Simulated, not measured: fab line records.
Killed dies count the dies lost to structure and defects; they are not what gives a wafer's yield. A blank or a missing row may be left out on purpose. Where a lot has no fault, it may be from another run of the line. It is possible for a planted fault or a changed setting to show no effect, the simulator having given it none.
fab line records + flow nandHarc
record
- lots=13
- wafers=39
- lastDay=33
route steps=1302 shown A_ZERO_WELL@411 A_SOURCE_PLATE@416 A_ONON_D1@429 END@1302
lots with no fault: from the same line, run without faults
startH: the number of hours between the record's first day and the start of the first shown wafer of the lot + waitH: hours from the lot's prior step to this one + " same as the row above + L1.1+2: a single row standing in for several wafers + - value missing, or start not given + * or withheld: withheld + < > ~ a bound
route shown NAME@n: NAME is a module with steps in the file, n the number in the route of the first one + usual: mean and standard deviation over wafers with no fault + same: alike in all rows + chamber/n: place in a boat + sites: readings site by site + _std_site: their standard deviation + _edge_site: outer sites' mean less inner sites' + radiusMm: for every site, how far away it sits from the centre of the wafer + mask NAME#n: copy n + behind: the most recent tool/chamber to have shaped the wafer + hold: the reason the lot was held/the length of the hold in hours/how it ended + device: transistor that didn't switch, given as n, p or np + end of line: the same wafers' tests at the end of the route + for a step that has no rows: nothing shown but its recipe + killed: not the wafer's yield, but the dies lost to structure and defects at the first sort + map: a wafer's dies, marking killed ones x, the rest . and places with no die _
set.NAME: the setting that was run; set.NAME@STEP: the one run at that earlier step + model.NAME: the simulator's own value behind a step, which no gauge read
the route's steps for a sample of lots (tables are steps, rows are wafers)
services: the hour from which a tool's chamber was out of use, counted from the record's first day as startH (under 0 if before that day), plus the number of hours and why
## steps
# step NHARC_A_ZERO_WELL_RTA_16
# recipe
- tempC=1000
- timeS=10
# usual
- lampPowerPct=29.51/0.26
- lamp_zone_2_pct=29.50/0.26
- lamp_zone_3_pct=29.51/0.26
- lamp_zone_4_pct=29.50/0.27
- lamp_zone_5_pct=29.51/0.27
- wafer_temp_C_max=1004.3/0.92
| lot.wafer | tool         | chamber | startH | waitH | lampPowerPct | lamp_zone_2_pct | lamp_zone_3_pct | lamp_zone_4_pct | lamp_zone_5_pct | wafer_temp_C_max |
|-----------|--------------|---------|--------|-------|--------------|-----------------|-----------------|-----------------|-----------------|------------------|
| L416.1    | rtpAnneal-02 | 0       | 147.64 | -     | 29.75        | 29.75           | 29.67           | 29.73           | 29.78           | 1003.4           |
| L416.2    | "            | 0       | "      | "     | 29.77        | 29.72           | 29.68           | 29.77           | 29.73           | 1005.6           |
| L416.6    | "            | 0       | "      | "     | 29.74        | 29.78           | 29.78           | 29.79           | 29.77           | 1003.6           |
| L417.3    | rtpAnneal-01 | 0       | 159.06 | -     | 29.25        | 29.28           | 29.24           | 29.24           | 29.27           | 1004.9           |
| L417.4    | "            | 0       | "      | "     | 29.29        | 29.19           | 29.25           | 29.32           | 29.28           | 1004.3           |
| L417.5    | "            | 0       | "      | "     | 29.22        | 29.23           | 29.25           | 29.26           | 29.27           | 1004.0           |
| L419.1    | rtpAnneal-01 | 0       | 175.13 | -     | 29.19        | 29.25           | 29.22           | 29.18           | 29.26           | 1003.0           |
| L419.2    | "            | 0       | "      | "     | 29.21        | 29.19           | 29.23           | 29.17           | 29.23           | 1003.7           |
| L419.6    | "            | 0       | "      | "     | 29.22        | 29.29           | 29.22           | 29.18           | 29.24           | 1004.6           |
| L420.2    | rtpAnneal-02 | 0       | 190.55 | -     | 29.75        | 29.70           | 29.77           | 29.72           | 29.73           | 1004.3           |
| L420.3    | "            | 0       | "      | "     | 29.71        | 29.74           | 29.73           | 29.70           | 29.72           | 1004.6           |
| L420.5    | "            | 0       | "      | "     | 29.72        | 29.67           | 29.80           | 29.71           | 29.66           | 1005.5           |
| L421.2    | rtpAnneal-02 | 0       | 202.19 | -     | 29.72        | 29.79           | 29.72           | 29.71           | 29.74           | 1004.0           |
| L421.3    | "            | 0       | "      | "     | 29.82        | 29.79           | 29.74           | 29.71           | 29.76           | 1007.3           |
| L421.4    | "            | 0       | "      | "     | 29.79        | 29.73           | 29.80           | 29.75           | 29.74           | 1004.7           |
| L422.1    | rtpAnneal-02 | 0       | 204.90 | -     | 29.72        | 29.73           | 29.79           | 29.79           | 29.74           | 1005.3           |
| L422.2    | "            | 0       | "      | "     | 29.77        | 29.75           | 29.76           | 29.75           | 29.72           | 1004.3           |
| L422.4    | "            | 0       | "      | "     | 29.71        | 29.74           | 29.75           | 29.78           | 29.75           | 1005.0           |
| L430.1    | rtpAnneal-01 | 0       | 287.00 | -     | 29.27        | 29.23           | 29.26           | 29.22           | 29.21           | 1005.0           |
| L430.2    | "            | 0       | "      | "     | 29.28        | 29.26           | 29.24           | 29.24           | 29.20           | 1003.3           |
| L430.3    | "            | 0       | "      | "     | 29.25        | 29.26           | 29.20           | 29.24           | 29.25           | 1004.4           |
| L428.2    | rtpAnneal-01 | 0       | 287.51 | -     | 29.22        | 29.28           | 29.28           | 29.22           | 29.26           | 1003.5           |
| L428.5    | "            | 0       | "      | "     | 29.22        | 29.25           | 29.24           | 29.26           | 29.23           | 1003.0           |
| L428.6    | "            | 0       | "      | "     | 29.18        | 29.24           | 29.26           | 29.25           | 29.24           | 1003.3           |
| L431.3    | rtpAnneal-01 | 0       | 305.28 | -     | 29.16        | 29.14           | 29.17           | 29.17           | 29.21           | 1005.2           |
| L431.5    | "            | 0       | "      | "     | 29.17        | 29.16           | 29.17           | 29.18           | 29.16           | 1004.3           |
| L431.6    | "            | 0       | "      | "     | 29.19        | 29.19           | 29.18           | 29.13           | 29.15           | 1003.2           |
| L433.1    | rtpAnneal-02 | 0       | 330.90 | -     | 29.74        | 29.74           | 29.76           | 29.77           | 29.75           | 1004.0           |
| L433.3    | "            | 0       | "      | "     | 29.75        | 29.72           | 29.78           | 29.75           | 29.78           | 1003.7           |
| L433.4    | "            | 0       | "      | "     | 29.79        | 29.77           | 29.75           | 29.76           | 29.73           | 1004.8           |
| L435.1    | rtpAnneal-02 | 0       | 345.26 | -     | 29.75        | 29.69           | 29.74           | 29.70           | 29.70           | 1005.8           |
| L435.3    | "            | 0       | "      | "     | 29.73        | 29.76           | 29.74           | 29.77           | 29.81           | 1005.2           |
| L435.4    | "            | 0       | "      | "     | 29.74        | 29.70           | 29.77           | 29.70           | 29.75           | 1004.0           |
| L436.1    | rtpAnneal-02 | 0       | 357.33 | -     | 29.70        | 29.78           | 29.72           | 29.74           | 29.79           | 1005.2           |
| L436.3    | "            | 0       | "      | "     | 29.74        | 29.75           | 29.78           | 29.75           | 29.79           | 1003.8           |
| L436.5    | "            | 0       | "      | "     | 29.80        | 29.74           | 29.81           | 29.68           | 29.74           | 1003.4           |
| L437.1    | rtpAnneal-01 | 0       | 360.53 | -     | 29.28        | 29.24           | 29.24           | 29.23           | 29.21           | 1003.5           |
| L437.3    | "            | 0       | "      | "     | 29.22        | 29.24           | 29.22           | 29.23           | 29.25           | 1003.1           |
| L437.4    | "            | 0       | "      | "     | 29.23        | 29.18           | 29.19           | 29.25           | 29.22           | 1003.2           |
# step NHARC_A_SOURCE_PLATE_THK_MEAS_09
# recipe
- thkMeasGauge=ellipsometry
# usual
- thkNm=9.6/0.91
| lot.wafer | tool         | chamber | startH | waitH | thkNm |
|-----------|--------------|---------|--------|-------|-------|
| L416.1    | filmMetro-01 | -       | 153.15 | 0.4   | 8.7   |
| L416.2    | "            | -       | "      | "     | 9.2   |
| L416.6    | "            | -       | "      | "     | 10.1  |
| L417.3    | filmMetro-01 | -       | 166.95 | 0.4   | 10.5  |
| L417.4    | "            | -       | "      | "     | 10.2  |
| L417.5    | "            | -       | "      | "     | 9.8   |
| L419.1    | filmMetro-02 | -       | 180.21 | 0.4   | 9.9   |
| L419.2    | "            | -       | "      | "     | 9.4   |
| L419.6    | "            | -       | "      | "     | 8.2   |
| L420.2    | filmMetro-01 | -       | 198.03 | 0.4   | 7.5   |
| L420.3    | "            | -       | "      | "     | 9.3   |
| L420.5    | "            | -       | "      | "     | 10.7  |
| L421.2    | filmMetro-01 | -       | 209.65 | 0.4   | 9.2   |
| L421.3    | "            | -       | "      | "     | 9.7   |
| L421.4    | "            | -       | "      | "     | 9.1   |
| L422.1    | filmMetro-02 | -       | 209.65 | 0.4   | 10.1  |
| L422.2    | "            | -       | "      | "     | 10.0  |
| L422.4    | "            | -       | "      | "     | 11.4  |
| L430.1    | filmMetro-01 | -       | 294.45 | 0.4   | 9.2   |
| L430.2    | "            | -       | "      | "     | 10.0  |
| L430.3    | "            | -       | "      | "     | 9.1   |
| L428.2    | filmMetro-02 | -       | 294.45 | 0.4   | 11.2  |
| L428.5    | "            | -       | "      | "     | 9.5   |
| L428.6    | "            | -       | "      | "     | 9.7   |
| L431.3    | filmMetro-01 | -       | 312.27 | 0.4   | 9.3   |
| L431.5    | "            | -       | "      | "     | 10.4  |
| L431.6    | "            | -       | "      | "     | 9.4   |
| L433.1    | filmMetro-01 | -       | 337.89 | 0.4   | 10.8  |
| L433.3    | "            | -       | "      | "     | 9.6   |
| L433.4    | "            | -       | "      | "     | 9.5   |
| L435.1    | filmMetro-02 | -       | 352.75 | 0.4   | 9.8   |
| L435.3    | "            | -       | "      | "     | 10.1  |
| L435.4    | "            | -       | "      | "     | 8.9   |
| L436.1    | filmMetro-02 | -       | 364.48 | 0.4   | 9.4   |
| L436.3    | "            | -       | "      | "     | 9.4   |
| L436.5    | "            | -       | "      | "     | 9.3   |
| L437.1    | filmMetro-01 | -       | 368.20 | 0.4   | 8.6   |
| L437.3    | "            | -       | "      | "     | 10.8  |
| L437.4    | "            | -       | "      | "     | 10.1  |
# step NHARC_A_ONON_D1_THK_MEAS_08
# recipe
- thkMeasGauge=ellipsometry
# usual
- thkNm=1002/9.3
| lot.wafer | tool         | chamber | startH | waitH | thkNm |
|-----------|--------------|---------|--------|-------|-------|
| L416.1    | filmMetro-02 | -       | 167.91 | -     | 994   |
| L416.2    | "            | -       | "      | "     | 993   |
| L416.6    | "            | -       | "      | "     | 992   |
| L417.3    | filmMetro-01 | -       | 181.62 | -     | 1001  |
| L417.4    | "            | -       | "      | "     | 997   |
| L417.5    | "            | -       | "      | "     | 999   |
| L419.1    | filmMetro-02 | -       | 194.84 | -     | 993   |
| L419.2    | "            | -       | "      | "     | 996   |
| L419.6    | "            | -       | "      | "     | 995   |
| L420.2    | filmMetro-01 | -       | 214.94 | -     | 987   |
| L420.3    | "            | -       | "      | "     | 986   |
| L420.5    | "            | -       | "      | "     | 986   |
| L421.2    | filmMetro-01 | -       | 224.94 | -     | 998   |
| L421.3    | "            | -       | "      | "     | 999   |
| L421.4    | "            | -       | "      | "     | 999   |
| L422.1    | filmMetro-02 | -       | 224.94 | -     | 1002  |
| L422.2    | "            | -       | "      | "     | 1002  |
| L422.4    | "            | -       | "      | "     | 1000  |
| L428.2    | filmMetro-02 | -       | 310.08 | -     | 1015  |
| L428.5    | "            | -       | "      | "     | 1016  |
| L428.6    | "            | -       | "      | "     | 1014  |
| L430.1    | filmMetro-01 | -       | 310.09 | -     | 1015  |
| L430.2    | "            | -       | "      | "     | 1013  |
| L430.3    | "            | -       | "      | "     | 1014  |
| L431.3    | filmMetro-01 | -       | 326.50 | -     | 990   |
| L431.5    | "            | -       | "      | "     | 991   |
| L431.6    | "            | -       | "      | "     | 992   |
| L433.1    | filmMetro-01 | -       | 352.55 | -     | 1014  |
| L433.3    | "            | -       | "      | "     | 1013  |
| L433.4    | "            | -       | "      | "     | 1012  |
| L435.1    | filmMetro-01 | -       | 367.52 | -     | 1005  |
| L435.3    | "            | -       | "      | "     | 1005  |
| L435.4    | "            | -       | "      | "     | 1005  |
| L436.1    | filmMetro-01 | -       | 379.22 | -     | 998   |
| L436.3    | "            | -       | "      | "     | 996   |
| L436.5    | "            | -       | "      | "     | 998   |
| L437.1    | filmMetro-01 | -       | 382.86 | -     | 1009  |
| L437.3    | "            | -       | "      | "     | 1010  |
| L437.4    | "            | -       | "      | "     | 1009  |
# step NHARC_A_ONON_D1_DEP_25
# recipe
- targetThkA=10000
- n2FlowSccm=2750
- n2oFlowSccm=2000
- nh3FlowSccm=500
- sih4FlowSccm=210
- tempC=400
| lot.wafer  | tool         | chamber | startH | waitH |
|------------|--------------|---------|--------|-------|
| L416.1+2+6 | pecvdOnon-04 | 0       | 178.01 | 0.1   |
| L417.3+4+5 | pecvdOnon-04 | 0       | 193.66 | 0.4   |
| L419.1+2+6 | pecvdOnon-04 | 0       | 204.93 | 0.1   |
| L420.2+3+5 | pecvdOnon-02 | 0       | 229.68 | 0.1   |
| L422.1+2+4 | pecvdOnon-02 | 0       | 237.33 | 0.1   |
| L421.2+3+4 | pecvdOnon-04 | 0       | 237.39 | 0.1   |
| L428.2+5+6 | pecvdOnon-03 | 0       | 322.88 | 0.1   |
| L430.1+2+3 | pecvdOnon-03 | 0       | 323.17 | 0.1   |
| L431.3+5+6 | pecvdOnon-04 | 0       | 336.76 | 0.2   |
| L433.1+3+4 | pecvdOnon-03 | 0       | 362.48 | 0.1   |
| L435.1+3+4 | pecvdOnon-04 | 0       | 377.65 | 0.1   |
| L436.1+3+5 | pecvdOnon-04 | 0       | 389.34 | 0.1   |
| L437.1+3+4 | pecvdOnon-04 | 0       | 397.18 | 0.1   |
# step NHARC_A_ONON_D1_THK_MEAS_27
# recipe
- thkMeasGauge=ellipsometry
# usual
- thkNm=997/11
| lot.wafer | tool         | chamber | startH | waitH | thkNm |
|-----------|--------------|---------|--------|-------|-------|
| L416.1    | filmMetro-01 | -       | 178.52 | -     | 1002  |
| L416.2    | "            | -       | "      | "     | 1000  |
| L416.6    | "            | -       | "      | "     | 1001  |
| L417.3    | filmMetro-01 | -       | 194.06 | -     | 1005  |
| L417.4    | "            | -       | "      | "     | 1008  |
| L417.5    | "            | -       | "      | "     | 1006  |
| L419.1    | filmMetro-01 | -       | 205.44 | -     | 985   |
| L419.2    | "            | -       | "      | "     | 1325  |
| L419.6    | "            | -       | "      | "     | 985   |
| L420.2    | filmMetro-01 | -       | 230.13 | -     | 989   |
| L420.3    | "            | -       | "      | "     | 990   |
| L420.5    | "            | -       | "      | "     | 987   |
| L422.1    | filmMetro-02 | -       | 237.84 | -     | 1001  |
| L422.2    | "            | -       | "      | "     | 1002  |
| L422.4    | "            | -       | "      | "     | 1000  |
| L421.2    | filmMetro-01 | -       | 237.85 | -     | 1350  |
| L421.3    | "            | -       | "      | "     | 1011  |
| L421.4    | "            | -       | "      | "     | 1011  |
| L428.2    | filmMetro-02 | -       | 323.33 | -     | 1005  |
| L428.5    | "            | -       | "      | "     | 1008  |
| L428.6    | "            | -       | "      | "     | 1007  |
| L430.1    | filmMetro-01 | -       | 323.68 | -     | 1000  |
| L430.2    | "            | -       | "      | "     | 1002  |
| L430.3    | "            | -       | "      | "     | 1003  |
| L431.3    | filmMetro-01 | -       | 337.16 | -     | 1007  |
| L431.5    | "            | -       | "      | "     | 1007  |
| L431.6    | "            | -       | "      | "     | 1005  |
| L433.1    | filmMetro-01 | -       | 362.99 | -     | 985   |
| L433.3    | "            | -       | "      | "     | 986   |
| L433.4    | "            | -       | "      | "     | 985   |
| L435.1    | filmMetro-01 | -       | 378.16 | -     | 991   |
| L435.3    | "            | -       | "      | "     | 994   |
| L435.4    | "            | -       | "      | "     | 991   |
| L436.1    | filmMetro-01 | -       | 389.85 | -     | 1004  |
| L436.3    | "            | -       | "      | "     | 1006  |
| L436.5    | "            | -       | "      | "     | 1002  |
| L437.1    | filmMetro-02 | -       | 397.69 | -     | 1003  |
| L437.3    | "            | -       | "      | "     | 1003  |
| L437.4    | "            | -       | "      | "     | 1005  |
# step NHARC_END_SORT_01
# recipe
- tempC=25
# usual
- killedAtArray=49/19
- killedAtOther=0.9/1.1
- killedAtPeriphery=4.0/2.7
- killedDies=54/19
- killedOpen=3.3/1.8
- killedShort=2.6/1.6
# same
- grossDies=677
| lot.wafer | tool      | chamber | startH | waitH | killedAtArray | killedAtOther | killedAtPeriphery | killedDies | killedOpen | killedShort |
|-----------|-----------|---------|--------|-------|---------------|---------------|-------------------|------------|------------|-------------|
| L416.1    | prober-02 | 0       | 567.38 | 2.5   | 60            | 0             | 9                 | 69         | 2          | 3           |
| L416.2    | prober-02 | 0       | 568.18 | 2.8   | 63            | 0             | 1                 | 64         | 2          | 0           |
| L416.6    | prober-02 | 0       | 571.39 | 4.0   | 90            | 0             | 4                 | 94         | 1          | 1           |
| L419.1    | prober-01 | 0       | 583.09 | 2.5   | 86            | 0             | 5                 | 91         | 3          | 1           |
| L419.2    | prober-01 | 0       | 583.89 | 2.8   | 667           | 0             | 10                | 677        | 2          | 3           |
| L419.6    | prober-01 | 0       | 587.08 | 4.0   | 69            | 0             | 2                 | 71         | 5          | 0           |
| L422.1    | prober-01 | 0       | 607.23 | 2.5   | 86            | 0             | 5                 | 91         | 4          | 4           |
| L422.2    | prober-01 | 0       | 608.03 | 2.8   | 65            | 1             | 0                 | 66         | 1          | 3           |
| L422.4    | prober-01 | 0       | 609.65 | 3.4   | 85            | 0             | 3                 | 88         | 2          | 5           |
| L421.2    | prober-02 | 0       | 608.08 | 2.8   | 671           | 1             | 5                 | 677        | 0          | 3           |
| L421.3    | prober-02 | 0       | 608.88 | 3.1   | 69            | 1             | 4                 | 74         | 2          | 2           |
| L421.4    | prober-02 | 0       | 609.68 | 3.4   | 66            | 1             | 2                 | 69         | 1          | 4           |
| L420.5    | prober-01 | 0       | 618.26 | 3.7   | 18            | 0             | 3                 | 21         | 4          | 1           |
| L428.2    | prober-02 | 0       | 715.55 | 2.8   | 86            | 1             | 0                 | 87         | 3          | 1           |
| L428.5    | prober-02 | 0       | 717.97 | 3.7   | 79            | 1             | 2                 | 82         | 4          | 1           |
| L428.6    | prober-02 | 0       | 718.78 | 4.0   | 63            | 2             | 2                 | 67         | 4          | 1           |
| L436.1    | prober-01 | 0       | 779.31 | 2.5   | 68            | 4             | 3                 | 75         | 4          | 1           |
| L436.3    | prober-01 | 0       | 780.92 | 3.1   | 57            | 2             | 4                 | 63         | 6          | 3           |
| L436.5    | prober-01 | 0       | 782.53 | 3.7   | 65            | 5             | 3                 | 73         | 1          | 3           |
| L435.1    | prober-02 | 0       | 787.05 | 2.5   | 61            | 0             | 4                 | 65         | 4          | 6           |
| L435.3    | prober-02 | 0       | 788.65 | 3.1   | 55            | 0             | 1                 | 56         | 2          | 2           |
| L435.4    | prober-02 | 0       | 789.44 | 3.4   | 40            | 0             | 5                 | 45         | 3          | 2           |
# killed by level:class
L416.1 A_CHANNEL_HOLE_D2:chamberFilmFlake=24 A_CHANNEL_HOLE_D1:chamberFilmFlake=15 A_SLIT:chamberFilmFlake=12 P_CONTACT:chamberFilmFlake=3 P_STI:chamberFilmFlake=2 P_GATE:chamberFilmFlake=2 A_STAIRCASE:chamberFilmFlake=2 A_WL_FILL:chamberFilmFlake=2
L416.2 A_SLIT:chamberFilmFlake=25 A_CHANNEL_HOLE_D1:chamberFilmFlake=15 A_CHANNEL_HOLE_D2:chamberFilmFlake=13 A_WL_FILL:chamberFilmFlake=3 A_CONTACT:chamberFilmFlake=2 A_ONON_D1:geometricParticle:open=1 A_BLC:geometricParticle:open=1 P_GATE:chamberFilmFlake=1
L416.6 A_CHANNEL_HOLE_D2:chamberFilmFlake=29 A_CHANNEL_HOLE_D1:chamberFilmFlake=24 A_SLIT:chamberFilmFlake=22 A_WL_FILL:chamberFilmFlake=4 A_STAIRCASE:chamberFilmFlake=3 A_ZERO_WELL:chamberFilmFlake=2 A_CONTACT:chamberFilmFlake=2 A_SOURCE_PLATE:geometricParticle:short=1
L419.1 A_CHANNEL_HOLE_D2:chamberFilmFlake=44 A_SLIT:chamberFilmFlake=19 A_CHANNEL_HOLE_D1:chamberFilmFlake=15 A_CONTACT:chamberFilmFlake=3 P_ZERO_WELL:chamberFilmFlake=2 P_GATE:chamberFilmFlake=2 A_ONON_D1:geometricParticle:open=1 A_CHANNEL_FILL_D1:geometricParticle:short=1
L419.2 A_ONON_D1:areaDep=589 A_CHANNEL_HOLE_D1:chamberFilmFlake=25 A_SLIT:chamberFilmFlake=24 A_CHANNEL_HOLE_D2:chamberFilmFlake=18 P_GATE:chamberFilmFlake=7 A_STAIRCASE:chamberFilmFlake=4 A_WL_FILL:geometricParticle:short=2 A_CONTACT:chamberFilmFlake=2
L419.6 A_CHANNEL_HOLE_D2:chamberFilmFlake=22 A_SLIT:chamberFilmFlake=20 A_CHANNEL_HOLE_D1:chamberFilmFlake=17 A_STAIRCASE:chamberFilmFlake=4 P_CONTACT:geometricParticle:open=1 A_CHANNEL_FILL_D1:geometricParticle:open=1 A_ONON_D2:geometricParticle:open=1 A_WL_FILL:geometricParticle:open=1
L422.1 A_CHANNEL_HOLE_D2:chamberFilmFlake=28 A_CHANNEL_HOLE_D1:chamberFilmFlake=25 A_SLIT:chamberFilmFlake=18 A_CONTACT:chamberFilmFlake=6 P_ZERO_WELL:chamberFilmFlake=4 A_CHANNEL_FILL_D2:geometricParticle:open=2 A_ONON_D1:geometricParticle:open=1 A_DECK1_JOINT:geometricParticle:short=1
L422.2 A_SLIT:chamberFilmFlake=30 A_CHANNEL_HOLE_D1:chamberFilmFlake=13 A_CHANNEL_HOLE_D2:chamberFilmFlake=12 A_CONTACT:chamberFilmFlake=7 A_DECK1_JOINT:geometricParticle:short=1 A_M0:geometricParticle:short=1 A_M1:geometricParticle:open=1 STARTING-WAFER:geometricParticle:short=1
L421.2 A_ONON_D1:areaDep=618 A_CHANNEL_HOLE_D2:chamberFilmFlake=17 A_SLIT:chamberFilmFlake=15 A_CONTACT:chamberFilmFlake=10 A_CHANNEL_HOLE_D1:chamberFilmFlake=5 P_GATE:chamberFilmFlake=3 A_CHANNEL_FILL_D2:geometricParticle:short=2 P_GATE:geometricParticle:short=1
L421.3 A_CHANNEL_HOLE_D2:chamberFilmFlake=40 A_SLIT:chamberFilmFlake=15 A_BLC:chamberFilmFlake=6 A_CHANNEL_HOLE_D1:chamberFilmFlake=3 A_CHANNEL_FILL_D2:geometricParticle:short=2 P_ZERO_WELL:chamberFilmFlake=2 P_GATE:chamberFilmFlake=2 A_CHANNEL_FILL_D2:geometricParticle:open=1
L422.4 A_CHANNEL_HOLE_D1:chamberFilmFlake=33 A_SLIT:chamberFilmFlake=26 A_CHANNEL_HOLE_D2:chamberFilmFlake=15 A_CONTACT:chamberFilmFlake=5 P_ZERO_WELL:chamberFilmFlake=2 P_M1:geometricParticle:short=1 A_SOURCE_PLATE:geometricParticle:short=1 A_CHANNEL_FILL_D1:geometricParticle:short=1
L421.4 A_SLIT:chamberFilmFlake=34 A_CHANNEL_HOLE_D2:chamberFilmFlake=16 A_CONTACT:chamberFilmFlake=6 A_BLC:chamberFilmFlake=3 A_M0:geometricParticle:short=2 A_CHANNEL_HOLE_D1:chamberFilmFlake=2 P_CONTACT:geometricParticle:short=1 A_WL_FILL:geometricParticle:open=1
L420.5 A_CHANNEL_HOLE_D2:chamberFilmFlake=10 P_GATE:chamberFilmFlake=2 A_CHANNEL_HOLE_D1:chamberFilmFlake=2 A_CONTACT:chamberFilmFlake=2 P_GATE:geometricParticle:open=1 A_CHANNEL_FILL_D1:geometricParticle:short=1 A_CHANNEL_HOLE_D2:geometricParticle:open=1 A_CHANNEL_FILL_D2:geometricParticle:open=1
L428.2 A_CHANNEL_HOLE_D1:chamberFilmFlake=36 A_SLIT:chamberFilmFlake=24 A_CHANNEL_HOLE_D2:chamberFilmFlake=14 A_CONTACT:chamberFilmFlake=3 A_CHANNEL_FILL_D2:chamberFilmFlake=2 A_STAIRCASE:chamberFilmFlake=2 A_DECK1_JOINT:geometricParticle:open=1 A_ONON_D2:geometricParticle:open=1
L428.5 A_CHANNEL_HOLE_D1:chamberFilmFlake=29 A_SLIT:chamberFilmFlake=28 A_CHANNEL_HOLE_D2:chamberFilmFlake=11 A_CONTACT:chamberFilmFlake=3 A_STAIRCASE:chamberFilmFlake=2 P_CONTACT:geometricParticle:open=1 A_ONON_D1:geometricParticle:open=1 A_CHANNEL_FILL_D1:geometricParticle:short=1
L428.6 A_SLIT:chamberFilmFlake=21 A_CHANNEL_HOLE_D1:chamberFilmFlake=17 A_CHANNEL_HOLE_D2:chamberFilmFlake=16 A_ZERO_WELL:chamberFilmFlake=2 THIN_TSV:chamberFilmFlake=2 A_CHANNEL_FILL_D2:chamberFilmFlake=2 P_M0:geometricParticle:short=1 P_M2:geometricParticle:open=1
L436.1 A_SLIT:chamberFilmFlake=38 A_CONTACT:chamberFilmFlake=13 A_CHANNEL_HOLE_D1:chamberFilmFlake=10 THIN_TSV:chamberFilmFlake=3 P_GATE:chamberFilmFlake=2 A_STAIRCASE:chamberFilmFlake=2 A_ONON_D1:geometricParticle:open=1 A_CHANNEL_FILL_D2:geometricParticle:open=1
L436.3 A_SLIT:chamberFilmFlake=28 A_CHANNEL_HOLE_D1:chamberFilmFlake=12 A_CONTACT:chamberFilmFlake=5 A_M0:geometricParticle:open=2 P_GATE:chamberFilmFlake=2 THIN_TSV:chamberFilmFlake=2 P_M2:geometricParticle:open=1 A_CHANNEL_HOLE_D1:geometricParticle:open=1
L436.5 A_SLIT:chamberFilmFlake=40 A_CHANNEL_HOLE_D1:chamberFilmFlake=11 A_CONTACT:chamberFilmFlake=7 THIN_TSV:chamberFilmFlake=5 A_STAIRCASE:chamberFilmFlake=3 P_GATE:chamberFilmFlake=2 P_CONTACT:geometricParticle:short=1 A_ONON_D1:geometricParticle:short=1
L435.1 A_CHANNEL_HOLE_D2:chamberFilmFlake=27 A_SLIT:chamberFilmFlake=15 A_CONTACT:chamberFilmFlake=5 P_GATE:chamberFilmFlake=3 A_WL_FILL:geometricParticle:short=2 A_STAIRCASE:chamberFilmFlake=2 A_CHANNEL_HOLE_D1:unspecified=2 A_ONON_D1:geometricParticle:short=1
L435.3 A_CHANNEL_HOLE_D2:chamberFilmFlake=30 A_SLIT:chamberFilmFlake=9 A_CONTACT:chamberFilmFlake=7 A_CHANNEL_HOLE_D1:chamberFilmFlake=2 A_STAIRCASE:chamberFilmFlake=2 A_CHANNEL_FILL_D1:geometricParticle:short=1 A_CHANNEL_FILL_D1:geometricParticle:open=1 A_SGD_CUT:geometricParticle:open=1
L435.4 A_CHANNEL_HOLE_D2:chamberFilmFlake=15 A_SLIT:chamberFilmFlake=13 A_CONTACT:chamberFilmFlake=5 P_GATE:chamberFilmFlake=2 A_CHANNEL_HOLE_D1:chamberFilmFlake=2 A_STAIRCASE:chamberFilmFlake=2 P_GATE:geometricParticle:open=1 P_GATE:geometricParticle:short=1
## services
| tool         | chamber | startH | hours | kind |
|--------------|---------|--------|-------|------|
| pecvdOnon-04 | -       | 130.00 | 13.0  | pm   |
| pecvdOnon-02 | -       | 185.00 | 13.0  | pm   |
| pecvdOnon-03 | -       | 227.43 | 13.0  | pm   |
| pecvdOnon-04 | -       | 311.06 | 13.0  | pm   |
| pecvdOnon-02 | -       | 366.22 | 13.0  | pm   |
| rtpAnneal-01 | -       | 372.07 | 12.0  | pm   |
## key
firstSign
- step=NHARC_A_ONON_D1_THK_MEAS_27
- reading=thkNm
- direction=up
- sigmas=31
- usual=997
- struck=1337
effect
- step=NHARC_END_SORT_01
- reading=killedDies
- direction=up
- sigmas=33
- usual=54
- struck=677
moreKillsBornAt
- NHARC_A_ONON_D1_DEP_25@pecvdOnon-04=1207
metAt NHARC_A_ONON_D1_DEP_25
struckLots L419,L421
struckWafers L419.2,L421.2
laterRowsLeftOut L419.2,L421.2
testerLeftOut L419,L421
notActingAt NHARC_A_ZERO_WELL_RTA_16,NHARC_A_SOURCE_PLATE_THK_MEAS_09,NHARC_A_ONON_D1_THK_MEAS_08
onsetBetween 193.66 204.93
fault
- kind=processParameterDrift
- tool=pecvdOnon-04
- chamber=-
- onsetH=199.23
- steps=NHARC_A_ONON_D1_DEP_25
- channel=targetThkA
- offset=*
- shape=step
- endH=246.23
- scope=struckWafersOnly
- actsIn=*
- stated=*
# testerLeftOut: of these lots the tester's yield and bins aren't shown, on N5 and GAA mostly nor the transistor test; their killed dies are dies lost to structure and defects alone, not to doping, threshold or leakage, so they don't give the yield
# laterRowsLeftOut: the simulator's readings of these wafers behind a module that went badly wrong aren't trusted and aren't shown, but for the sort
